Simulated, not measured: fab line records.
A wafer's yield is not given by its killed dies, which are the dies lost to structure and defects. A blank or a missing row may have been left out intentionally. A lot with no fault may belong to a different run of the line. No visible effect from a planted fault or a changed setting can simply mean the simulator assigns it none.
Chamber matching    flow n5Finfet    N5_SD_EPI_P_ETCH_37 on rieDiel-02 has 4 sister chambers
The step etches SOC in N2/H2, overetch 108 nm, time 486 s. 8 wafers are shown with their chamber, then 9 later ones without.

== WAFERS, EACH WITH ITS CHAMBER ==
wafer   chamber  throttleValvePct (%)  drypumpMotorCurrentA (A)
L077.5  3        24.0                  5.0
L084.1  0        24.0                  6.0
L085.5  0        24.0                  5.9
L085.6  1        23.4                  5.9
L086.2  3        24.1                  5.1
L088.2  2        23.5                  5.7
L088.3  1        23.4                  5.9
L088.5  2        23.5                  5.8

== WAFERS WITHOUT THEIR CHAMBER ==
wafer   throttleValvePct (%)  drypumpMotorCurrentA (A)
L089.2  24.0                  6.0
L089.4  24.1                  5.1
L089.6  24.1                  5.1
L091.2  23.5                  5.8
L091.4  24.1                  5.1
L091.6  24.0                  6.0
L096.1  23.5                  5.7
L096.2  23.4                  5.9
L096.3  24.0                  6.0

== CHAMBER TAKEN BY EACH ==
wafer   from the rows above  in truth
L089.2  0                    0
L089.4  3                    3
L089.6  3                    3
L091.2  2                    2
L091.4  3                    3
L091.6  0                    0
L096.1  2                    2
L096.2  1                    1
L096.3  0                    0
Correct placement for 9 of the 9. Number that these rows cannot place: 0. Number placed wrongly: 0.
How it was worked out, from the rows above alone: a wafer's distance from a chamber is the root of the sum, over the readings, of the square of ((its reading less the chamber's mean) divided by the reading's scatter). If the next closest chamber is less than 2 further off than the closest, the wafer can't be placed; otherwise it belongs to the closest. A chamber's mean is the mean of its shown wafers. The scatter: take each reading less its chamber's mean, square it, sum over the shown wafers, divide by the number of wafers less the number of chambers, and take the root.
